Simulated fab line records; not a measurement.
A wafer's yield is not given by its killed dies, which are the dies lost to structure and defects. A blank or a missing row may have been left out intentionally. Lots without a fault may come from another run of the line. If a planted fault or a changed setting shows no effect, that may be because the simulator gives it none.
What tool caused it? | flow n5_finfet | 14 lots, 34 wafers sampled, at 4 steps of a route of 1938

## WHAT THE GAUGES SHOWED, per wafer
N5_PMOS_HMC_CHANNEL_EPI_THK_MEAS_22.
lot  | measured    | on            | HMC_CMP_THK (nm)
L139 | day 1 20:26 | film_metro-02 | 54.3 53.9 54.2
L143 | day 2 20:29 | film_metro-02 | 53.9 55.4 53.8
L144 | day 3 01:58 | film_metro-02 | 54.1 53.8
L145 | day 3 08:16 | film_metro-01 | 56.5 54.6
L146 | day 3 13:58 | film_metro-02 | 53.8 53.8 54.5
L147 | day 3 19:25 | film_metro-02 | 55.0 53.5
L149 | day 4 08:31 | film_metro-01 | 54.4 54.1 53.6
L150 | day 4 13:43 | film_metro-01 | 53.6 52.0
L154 | day 5 14:23 | film_metro-02 | 51.6 53.7
L155 | day 5 21:00 | film_metro-02 | 51.7 52.8
L158 | day 6 14:52 | film_metro-01 | 54.7 54.7
L159 | day 6 20:48 | film_metro-02 | 53.5 55.1
L160 | day 7 02:13 | film_metro-02 | 53.9 55.0 53.0
L161 | day 7 09:20 | film_metro-02 | 55.0 53.2 53.7

N5_PMOS_HMC_CHANNEL_EPI_INSPECT_30: inspects for defects (darkfield).
lot  | measured    | on                | raw_defect_count
L139 | day 1 20:55 | defect_inspect-01 | 26 36 34
L143 | day 2 21:11 | defect_inspect-01 | 24 29 21
L144 | day 3 02:41 | defect_inspect-02 | 22 15
L145 | day 3 08:45 | defect_inspect-02 | 26 19
L146 | day 3 14:33 | defect_inspect-01 | 17 24 20
L147 | day 3 19:59 | defect_inspect-01 | 13 15
L149 | day 4 09:01 | defect_inspect-01 | 17 22 22
L150 | day 4 14:19 | defect_inspect-02 | 24 23
L154 | day 5 15:05 | defect_inspect-01 | 12 12
L155 | day 5 21:35 | defect_inspect-01 | 14 21
L158 | day 6 15:27 | defect_inspect-02 | 21 15
L159 | day 6 21:31 | defect_inspect-02 | 8 19
L160 | day 7 02:47 | defect_inspect-02 | 19 13 23
L161 | day 7 09:49 | defect_inspect-02 | 19 16 14

## WHICH TOOL RAN EACH LOT (tool, then ch and the chambers of the sampled wafers, then the start)
lot  | N5_PMOS_HMC_CHANNEL_EPI_FIN_RECESS_16 | N5_PMOS_HMC_CHANNEL_EPI_EPI_26
L139 | rie_si-01 ch 2,3, day 1 18:14         | epi_rpcvd-01 ch 0, day 1 20:39
L143 | rie_si-02 ch 0,1,2, day 2 18:41       | epi_rpcvd-03 ch 0, day 2 20:35
L144 | rie_si-01 ch 2,3, day 3 00:10         | epi_rpcvd-03 ch 0, day 3 02:05
L145 | rie_si-02 ch 0,2, day 3 05:32         | epi_rpcvd-04 ch 0, day 3 08:32
L146 | rie_si-06 ch 0,1,3, day 3 12:10       | epi_rpcvd-03 ch 0, day 3 14:05
L147 | rie_si-02 ch 0,2, day 3 17:37         | epi_rpcvd-03 ch 0, day 3 19:43
L149 | rie_si-06 ch 0,1, day 4 06:19         | epi_rpcvd-04 ch 0, day 4 08:41
L150 | rie_si-06 ch 2,3, day 4 11:55         | epi_rpcvd-03 ch 0, day 4 13:58
L154 | rie_si-06 ch 0,1, day 5 12:10         | epi_rpcvd-03 ch 0, day 5 14:29
L155 | rie_si-06 ch 0,1, day 5 18:11         | epi_rpcvd-01 ch 0, day 5 21:07
L158 | rie_si-02 ch 0,1, day 6 13:04         | epi_rpcvd-01 ch 0, day 6 15:02
L159 | rie_si-02 ch 0,3, day 6 18:35         | epi_rpcvd-03 ch 0, day 6 20:59
L160 | rie_si-02 ch 0,2,3, day 7 00:01       | epi_rpcvd-03 ch 0, day 7 02:31
L161 | rie_si-02 ch 1,2, day 7 07:32         | epi_rpcvd-04 ch 0, day 7 09:27
- N5_PMOS_HMC_CHANNEL_EPI_FIN_RECESS_16: chemistry HBr/Cl2, target Si, target depth 54 nm, time 18 s.
- N5_PMOS_HMC_CHANNEL_EPI_EPI_26: deposits Si from SiH4/H2, target thk 3.8 nm, time 22.7 s.

## WHAT THE TOOLS THEMSELVES READ (means of the sampled wafers that have a number; where no wafer has one, the mark that the record gives instead)
N5_PMOS_HMC_CHANNEL_EPI_FIN_RECESS_16.
lot  | tool      | drypump_motor_current_A (A) | oes_product_au (a.u.) | throttle_valve_pct (%)
L139 | rie_si-01 | 5.7                         | 0.985                 | 35.60
L143 | rie_si-02 | 5.7                         | 1.011                 | 35.37
L144 | rie_si-01 | 5.7                         | 0.986                 | 35.56
L145 | rie_si-02 | 5.8                         | 1.017                 | 35.41
L146 | rie_si-06 | 5.5                         | 0.985                 | 35.34
L147 | rie_si-02 | 5.8                         | 0.998                 | 35.43
L149 | rie_si-06 | 5.6                         | 0.993                 | 35.08
L150 | rie_si-06 | 5.2                         | 0.994                 | 35.44
L154 | rie_si-06 | 5.7                         | 0.987                 | 35.30
L155 | rie_si-06 | 5.6                         | 0.988                 | 35.30
L158 | rie_si-02 | 5.3                         | 1.016                 | 35.29
L159 | rie_si-02 | 5.8                         | 1.012                 | 35.45
L160 | rie_si-02 | 6.0                         | 1.004                 | 35.49
L161 | rie_si-02 | 6.0                         | 1.006                 | 35.47

N5_PMOS_HMC_CHANNEL_EPI_EPI_26.
lot  | tool         | throttle_valve_pct (%)
L139 | epi_rpcvd-01 | 11.27
L143 | epi_rpcvd-03 | 11.09
L144 | epi_rpcvd-03 | 11.11
L145 | epi_rpcvd-04 | 11.25
L146 | epi_rpcvd-03 | 11.15
L147 | epi_rpcvd-03 | 11.03
L149 | epi_rpcvd-04 | 11.25
L150 | epi_rpcvd-03 | 10.93
L154 | epi_rpcvd-03 | 11.05
L155 | epi_rpcvd-01 | 11.45
L158 | epi_rpcvd-01 | 11.37
L159 | epi_rpcvd-03 | 10.82
L160 | epi_rpcvd-03 | 11.17
L161 | epi_rpcvd-04 | 11.18

## THE ANSWER, worked out from the rows above alone
Rule: what is usual is taken from the lots themselves. The widest of any qualifying gaps counts: lots, ordered by their means at a reading, are off when they make up no more than a third of the lots, leave a main group of 4 or more, and stand apart from it by 3 or more times the standard deviation of that group's means. Not used: any main group whose means are identical at the precision the tables above print for the reading. A lot without any number at a reading at which 4 lots or more have one is off too. Any other lot the step has rows for is counted as sound. First the gauges in route order, then the tools' own readings, where a lot's mean is used as printed above. At the first step where some lot is off, the reading lying furthest off is the one used; lots without a number count as furthest.
No lot is off at any reading shown: from this, nothing can be told.

## WHAT THE SIMULATOR PUT IN
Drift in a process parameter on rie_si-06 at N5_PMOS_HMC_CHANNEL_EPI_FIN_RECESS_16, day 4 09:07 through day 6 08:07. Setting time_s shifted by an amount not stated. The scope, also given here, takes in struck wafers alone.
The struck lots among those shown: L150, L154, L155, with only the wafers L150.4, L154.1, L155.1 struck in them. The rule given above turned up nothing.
